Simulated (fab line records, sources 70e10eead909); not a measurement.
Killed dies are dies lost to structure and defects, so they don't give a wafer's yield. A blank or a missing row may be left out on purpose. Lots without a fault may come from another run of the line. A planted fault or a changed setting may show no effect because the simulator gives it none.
Chamber matching | flow nand_harc | NHARC_P_ZERO_WELL_ETCH_65 on rie_diel-08: 4 sister chambers
The step etches the open film in N2/H2, target depth 80 nm, overetch 24 nm, time 87.88 s. 33 wafers are shown with their chamber, then 12 later ones without.

WAFERS WITH THEIR CHAMBER
wafer  | chamber | showerhead_plenum_p_Torr (Torr) | drypump_motor_current_A (A) | rf_vpp_V (V)
L074.3 | 1       | 2.05                            | 5.56                        | 431.0
L074.4 | 0       | 2.21                            | 5.60                        | 433.9
L074.6 | 1       | 2.05                            | 5.59                        | 431.2
L074.1 | 2       | 1.98                            | 5.33                        | 428.6
L074.2 | 3       | 2.17                            | 6.01                        | 434.8
L074.5 | 0       | 2.21                            | 5.58                        | 434.8
L077.1 | 3       | 2.17                            | 5.99                        | 433.4
L077.4 | 0       | 2.21                            | 5.58                        | 435.5
L077.6 | 0       | 2.21                            | 5.57                        | 434.4
L078.1 | 0       | 2.21                            | 5.59                        | 435.4
L078.3 | 2       | 1.97                            | 5.31                        | 428.0
L078.4 | 3       | 2.17                            | 6.01                        | 434.0
L078.2 | 1       | 2.05                            | 5.54                        | 431.0
L078.5 | 3       | 2.17                            | 6.01                        | 433.0
L078.6 | 2       | 1.98                            | 5.31                        | 430.7
L081.1 | 0       | 2.21                            | 5.60                        | 433.7
L081.2 | 2       | 1.97                            | 5.33                        | 428.0
L081.5 | 3       | 2.17                            | 5.98                        | 433.6
L085.3 | 1       | 2.05                            | 5.55                        | 431.5
L085.4 | 2       | 1.97                            | 5.35                        | 428.6
L085.6 | 1       | 2.05                            | 5.55                        | 429.1
L085.1 | 3       | 2.17                            | 6.01                        | 435.3
L085.2 | 0       | 2.21                            | 5.65                        | 435.2
L085.5 | 2       | 1.97                            | 5.34                        | 427.8
L086.1 | 2       | 1.97                            | 5.32                        | 428.3
L086.2 | 0       | 2.21                            | 5.59                        | 434.7
L086.4 | 1       | 2.05                            | 5.56                        | 431.7
L088.3 | 1       | 2.05                            | 5.53                        | 431.8
L088.4 | 2       | 1.97                            | 5.31                        | 428.6
L088.6 | 0       | 2.21                            | 5.58                        | 435.8
L090.1 | 3       | 2.17                            | 6.01                        | 434.8
L090.2 | 0       | 2.21                            | 5.63                        | 435.3
L090.6 | 2       | 1.97                            | 5.34                        | 428.0

SIGNATURES (means of the wafers above)
reading                  | chamber 0 | chamber 1 | chamber 2 | chamber 3 | scatter within a chamber
showerhead_plenum_p_Torr | 2.2100    | 2.0500    | 1.9722    | 2.1700    | 0.00232
drypump_motor_current_A  | 5.5970    | 5.5543    | 5.3267    | 6.0029    | 0.0191
rf_vpp_V                 | 434.870   | 431.043   | 428.511   | 434.129   | 0.829
Rule: a wafer's distance from a chamber is the root of the sum, over the readings, of the square of ((its reading less the chamber's mean) divided by the reading's scatter). The wafer belongs to the nearest chamber; if the next one is less than 2 further off, it can't be placed. The scatter: the root of (the sum of the squares of (reading less its chamber's mean) over the shown wafers, divided by (wafers less chambers)).

WAFERS WITHOUT THEIR CHAMBER
wafer  | showerhead_plenum_p_Torr (Torr) | drypump_motor_current_A (A) | rf_vpp_V (V)
L096.2 | 1.97                            | 5.34                        | 428.8
L096.5 | 1.97                            | 5.34                        | 429.5
L096.6 | 2.17                            | 6.00                        | 433.9
L096.1 | 2.21                            | 5.62                        | 433.7
L096.3 | 2.17                            | 6.06                        | 433.8
L096.4 | 2.05                            | 5.55                        | 431.9
L097.1 | 2.21                            | 5.61                        | 435.3
L097.2 | 2.17                            | 6.03                        | 434.7
L097.3 | 1.97                            | 5.32                        | 428.8
L097.4 | 2.05                            | 5.57                        | 428.4
L097.5 | 1.97                            | 5.32                        | 427.6
L097.6 | 2.17                            | 6.03                        | 434.5

WHICH CHAMBER EACH WENT THROUGH
wafer  | from the rows above | in truth
L096.2 | 2                   | 2
L096.5 | 2                   | 2
L096.6 | 3                   | 3
L096.1 | 0                   | 0
L096.3 | 3                   | 3
L096.4 | 1                   | 1
L097.1 | 0                   | 0
L097.2 | 3                   | 3
L097.3 | 2                   | 2
L097.4 | 1                   | 1
L097.5 | 2                   | 2
L097.6 | 3                   | 3
Placed correctly: 12 of 12. Can't be placed from these rows: 0. Placed wrongly: 0.
